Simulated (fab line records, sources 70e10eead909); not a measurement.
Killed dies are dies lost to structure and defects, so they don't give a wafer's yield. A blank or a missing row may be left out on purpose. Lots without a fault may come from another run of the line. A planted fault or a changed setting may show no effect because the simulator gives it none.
One fault seen from 2 desks | flow nand_harc | each desk has only its own numbers; what lay behind them comes last

THE METROLOGY DESK
What the gauges read, lot by lot, whatever tool the lot ran on: means of the sampled wafers that have a number. A lot is out of limits, marked OUT, if its mean lies more than 4 standard deviations from the usual mean; the brackets give that distance.
Columns: A = thk_nm at NHARC_A_CHANNEL_FILL_D1_THK_MEAS_06, usual 4.9 nm
lot  | first seen here | A
L487 | day 10 14:35    | 4.6
L488 | day 10 23:46    | 3.7
L489 | day 11 15:31    | 5.3
L490 | day 12 04:43    | 5.0
L500 | day 16 15:06    | 4.4
L501 | day 16 15:07    | 3.9
L502 | day 17 06:41    | 5.8
L505 | day 18 22:19    | 4.7
L506 | day 19 04:49    | 5.6
L507 | day 19 08:36    | 4.7
L508 | day 20 08:22    | 5.0
L509 | day 20 08:22    | 5.2
This desk's finding: nothing out of limits on any of the 12 lots.

THE TOOL OWNER'S DESK: rie_si-03
The tool's own readings at NHARC_A_DECK1_JOINT_ETCHBACK_00 (etches the open film in HBr, target depth 30 nm, time 17.4 s): means of the sampled wafers that have a number, for each lot that ran on this tool. A lot is out of limits, marked OUT, if its mean lies more than 4 standard deviations from the usual mean; the brackets give that distance.
Columns: A = drypump_motor_current_A at NHARC_A_DECK1_JOINT_ETCHBACK_00, usual 5.6 A; B = oes_product_au at NHARC_A_DECK1_JOINT_ETCHBACK_00, usual 1.000 a.u.; C = run_length_s at NHARC_A_DECK1_JOINT_ETCHBACK_00, usual 38.6 s; D = throttle_valve_pct at NHARC_A_DECK1_JOINT_ETCHBACK_00, usual 23.266 %
lot  | first seen here | A   | B     | C              | D
L489 | day 12 16:25    | 5.4 | 0.999 | 38.5           | 23.258
L500 | day 17 13:41    | 4.9 | 1.006 | 35.1 (-10) OUT | 23.263
L505 | day 20 01:20    | 5.4 | 1.001 | 38.6           | 23.268
L507 | day 20 13:27    | 5.2 | 1.000 | 38.3           | 23.277
This desk's finding: out of limits on L500; first on L500, day 17 13:41 (run_length_s at NHARC_A_DECK1_JOINT_ETCHBACK_00). In limits: L489, L505, L507.

PUT TOGETHER
The tool owner's desk could have raised an alarm at day 17 13:41, on L500.
The metrology desk saw nothing out of limits.
The metrology desk has L500 on record, within its limits.
Of the lots named, all ran NHARC_A_DECK1_JOINT_ETCHBACK_00 on rie_si-03.

WHAT THE SIMULATOR HAD PUT IN
Process parameter drift: rie_si-03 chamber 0, from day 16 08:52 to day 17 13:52, at NHARC_A_DECK1_JOINT_ETCHBACK_00. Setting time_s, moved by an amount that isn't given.
Lots struck among those shown: L500.
Hours from the fault's start to each desk's first reading out of limits: the tool owner's desk, 29.
